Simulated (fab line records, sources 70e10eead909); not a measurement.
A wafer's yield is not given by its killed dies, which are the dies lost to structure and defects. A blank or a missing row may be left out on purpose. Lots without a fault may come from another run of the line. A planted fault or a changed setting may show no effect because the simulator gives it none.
Chamber matching / flow nand-harc / 3 sister chambers for NHARC_A_STAIRCASE_DEP_280 on pecvd-02
The step deposits SiON, target thk 30 nm. 3 wafers are shown with their chamber, then 8 later ones without.

== WAFERS PAIRED WITH THEIR CHAMBERS ==
wafer=L087.3; chamber=2; heater-power-w (W)=729
wafer=L088.2; chamber=1; heater-power-w (W)=790
wafer=L089.3; chamber=0; heater-power-w (W)=641

== WAFERS MISSING THEIR CHAMBER ==
wafer=L089.4; heater-power-w (W)=657
wafer=L089.6; heater-power-w (W)=730
wafer=L094.2; heater-power-w (W)=713
wafer=L094.3; heater-power-w (W)=660
wafer=L094.4; heater-power-w (W)=632
wafer=L097.2; heater-power-w (W)=883
wafer=L097.4; heater-power-w (W)=653
wafer=L097.6; heater-power-w (W)=905

== WHICH CHAMBER EACH ONE RAN IN ==
wafer=L089.4; from the rows above=can't be placed: 0 or 2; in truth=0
wafer=L089.6; from the rows above=can't be placed: 2 or 1 or 0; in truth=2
wafer=L094.2; from the rows above=can't be placed: 2 or 0 or 1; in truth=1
wafer=L094.3; from the rows above=can't be placed: 0 or 2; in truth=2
wafer=L094.4; from the rows above=can't be placed: 0 or 2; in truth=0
wafer=L097.2; from the rows above=can't be placed: 1 or 2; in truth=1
wafer=L097.4; from the rows above=can't be placed: 0 or 2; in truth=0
wafer=L097.6; from the rows above=can't be placed: 1 or 2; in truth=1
Correct placement for 0 of the 8. Unplaceable from these rows: 8, with the true chamber sitting among the candidates in 8. Number placed wrongly: 0.
How it was worked out, from the rows above alone: a wafer's distance from a chamber is the root of the sum, over the readings, of the square of ((its reading less the chamber's mean) divided by the reading's scatter). If the next closest chamber is less than 2 further off than the closest, the wafer can't be placed; otherwise it belongs to the closest. Each chamber's mean is taken over the wafers shown for it. The scatter: root of mean squared gap, hidden wafer to nearest shown wafer, with one shown wafer a chamber.
